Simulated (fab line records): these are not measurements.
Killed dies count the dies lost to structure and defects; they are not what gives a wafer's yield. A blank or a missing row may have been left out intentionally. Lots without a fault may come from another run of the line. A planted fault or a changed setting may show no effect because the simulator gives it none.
Which tool did it? -- flow nand_harc -- Sampling: 6 lots, 18 wafers, 2 of 1302 route steps

WHAT THE GAUGES READ, wafer by wafer
NHARC_A_ONON_D1_THK_MEAS_30: measures by ellipsometry.
lot,measured,on,thk_nm (nm)
L467,day 9 12:29,film_metro-02,1010 1009 1009
L471,day 11 01:30,film_metro-02,1007 1005 1006
L475,day 12 13:42,film_metro-01,1687 1690 1689
L478,day 14 12:57,film_metro-01,998 998 999
L482,day 15 12:43,film_metro-01,1004 1004 1006
L485,day 16 21:18,film_metro-01,996 996 997

WHICH TOOL RAN EACH LOT (tool, then ch and the chambers of the sampled wafers, then the start)
lot,NHARC_A_ONON_D1_DEP_28
L467,"pecvd_onon-04 ch 0, day 9 12:02"
L471,"pecvd_onon-02 ch 0, day 11 00:59"
L475,"pecvd_onon-04 ch 0, day 12 13:22"
L478,"pecvd_onon-02 ch 0, day 14 12:26"
L482,"pecvd_onon-04 ch 0, day 15 12:13"
L485,"pecvd_onon-02 ch 0, day 16 20:51"
- NHARC_A_ONON_D1_DEP_28: target thk 1000 nm.

THE ANSWER, worked out from the rows above alone
Rule: the usual values come from the lots themselves. The widest of any qualifying gaps counts: lots, ordered by their means at a reading, are off when they make up no more than a third of the lots, leave a main group of 4 or more, and stand apart from it by 3 or more times the standard deviation of that group's means. A main group is skipped when, at the precision printed for the reading in the tables above, its means are all equal. A lot without any number at a reading at which 4 lots or more have one is off too. Any other lot the step has rows for is counted as sound.
Off at NHARC_A_ONON_D1_THK_MEAS_30 (thk_nm): L475. The main group: mean 1003 nm, standard deviation 4.9.
If a tool, at a process step before that reading, ran all the lots that are off and no sound lot after the first of them, it fits. Gauges at NHARC_A_ONON_D1_THK_MEAS_30: tried the same way as those tools. No candidate that was tried fits.

WHAT THE SIMULATOR PUT IN
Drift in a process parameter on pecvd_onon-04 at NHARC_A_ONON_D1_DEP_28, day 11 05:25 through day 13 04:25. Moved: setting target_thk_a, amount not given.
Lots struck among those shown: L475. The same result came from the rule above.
